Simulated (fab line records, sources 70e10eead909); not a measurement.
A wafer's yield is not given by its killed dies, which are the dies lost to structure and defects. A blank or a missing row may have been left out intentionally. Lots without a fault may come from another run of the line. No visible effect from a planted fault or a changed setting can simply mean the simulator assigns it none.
Chamber matching    flow nand_harc    NHARC_P_M0_DEP_32 on pecvd-02 has 3 sister chambers
The step deposits SiCN, target thk 30 nm. 6 wafers are shown with their chamber, then 12 later ones without.

WAFERS, EACH WITH ITS CHAMBER
wafer   chamber  heater_power_w (W)
L078.6  1        555
L083.1  0        520
L083.5  0        529
L087.1  2        661
L087.3  1        507
L087.5  2        659

WAFERS WHOSE CHAMBER IS MISSING
wafer   heater_power_w (W)
L085.1  645
L085.3  525
L085.6  531
L088.1  525
L088.2  550
L088.4  522
L086.3  534
L086.5  547
L086.6  544
L091.1  525
L091.2  593
L091.3  572

THE CHAMBER EACH PASSED THROUGH
wafer   from the rows above           in truth
L085.1  2                             2
L085.3  can't be placed: 0 or 1       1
L085.6  can't be placed: 1 or 0       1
L088.1  can't be placed: 0 or 1       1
L088.2  can't be placed: 1 or 0       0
L088.4  can't be placed: 0 or 1       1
L086.3  can't be placed: 1 or 0       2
L086.5  can't be placed: 1 or 0       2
L086.6  can't be placed: 1 or 0       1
L091.1  can't be placed: 0 or 1       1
L091.2  can't be placed: 1 or 2 or 0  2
L091.3  can't be placed: 1 or 0       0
Correct placement for 1 of the 12. These rows do not allow placing 11 (true chamber among the candidates in 9). 0 placed wrongly.
How it was worked out, from the rows above alone: a wafer's distance from a chamber is the root of the sum, over the readings, of the square of ((its reading less the chamber's mean) divided by the reading's scatter). If the next closest chamber is less than 2 further off than the closest, the wafer can't be placed; otherwise it belongs to the closest. Each chamber's mean is taken over the wafers shown for it. The scatter: the root of (the sum of the squares of (reading less its chamber's mean) over the shown wafers, divided by (wafers less chambers)).
